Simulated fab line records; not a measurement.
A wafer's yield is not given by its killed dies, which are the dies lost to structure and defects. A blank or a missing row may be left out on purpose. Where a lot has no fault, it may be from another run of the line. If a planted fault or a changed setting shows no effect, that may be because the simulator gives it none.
Which tool was responsible? | flow n5Finfet | 10 lots with 30 wafers sampled at 2 steps, on a route of 1938 steps

WHAT THE GAUGES READ, wafer by wafer
N5_STI_FIN_REVEAL_THK_MEAS_05.
lot  | measured    | on           | thkNm (nm)
L076 | day 2 21:21 | filmMetro-02 | 130.5 130.7 129.8
L078 | day 3 11:58 | filmMetro-02 | 133.5 131.9 131.9
L080 | day 3 20:50 | filmMetro-02 | 133.0 132.4 131.5
L082 | day 4 10:07 | filmMetro-01 | 131.0 131.3 130.6
L084 | day 4 21:47 | filmMetro-02 | 130.1 131.1 131.5
L087 | day 5 17:01 | filmMetro-02 | 132.4 133.5 131.8
L089 | day 6 03:20 | filmMetro-01 | 131.0 132.7 131.7
L091 | day 6 15:26 | filmMetro-01 | 132.0 132.2 131.0
L093 | day 7 03:58 | filmMetro-01 | 131.3 132.2 131.0
L096 | day 7 21:37 | filmMetro-02 | 130.2 131.0 131.3

EACH LOT AND THE TOOL THAT RAN IT (in order: tool; ch and the chambers of the sampled wafers; start)
lot  | N5_FIN_CUT_CUT_ETCH_28
L076 | rieSi-05 ch 2,3, day 2 14:46
L078 | rieSi-06 ch 2,3, day 3 04:57
L080 | rieSi-01 ch 0,1, day 3 15:09
L082 | rieSi-01 ch 0,1,2, day 4 04:22
L084 | rieSi-06 ch 1,2,3, day 4 15:57
L087 | rieSi-01 ch 2,3, day 5 11:22
L089 | rieSi-05 ch 0,2,3, day 5 21:41
L091 | rieSi-05 ch 2,3, day 6 09:44
L093 | rieSi-06 ch 0,3, day 6 22:05
L096 | rieSi-06 ch 0,1,2, day 7 15:23
- N5_FIN_CUT_CUT_ETCH_28: etches Si in HBr/Cl2/O2, target depth 6 nm, time 2.4 s.

THE ANSWER, worked out from the rows above alone
Rule: the lots themselves supply what counts as usual. The widest of any qualifying gaps counts: lots, ordered by their means at a reading, are off when they make up no more than a third of the lots, leave a main group of 4 or more, and stand apart from it by 3 or more times the standard deviation of that group's means. If all means in a main group match to the digits the tables above print for the reading, that group is not used. Also off: a lot with no number at a reading for which 4 or more lots have one. All remaining lots with rows at the step are treated as sound.
Across all readings shown, no lot is off: no conclusion can be drawn from this.

WHAT THE SIMULATOR PUT IN
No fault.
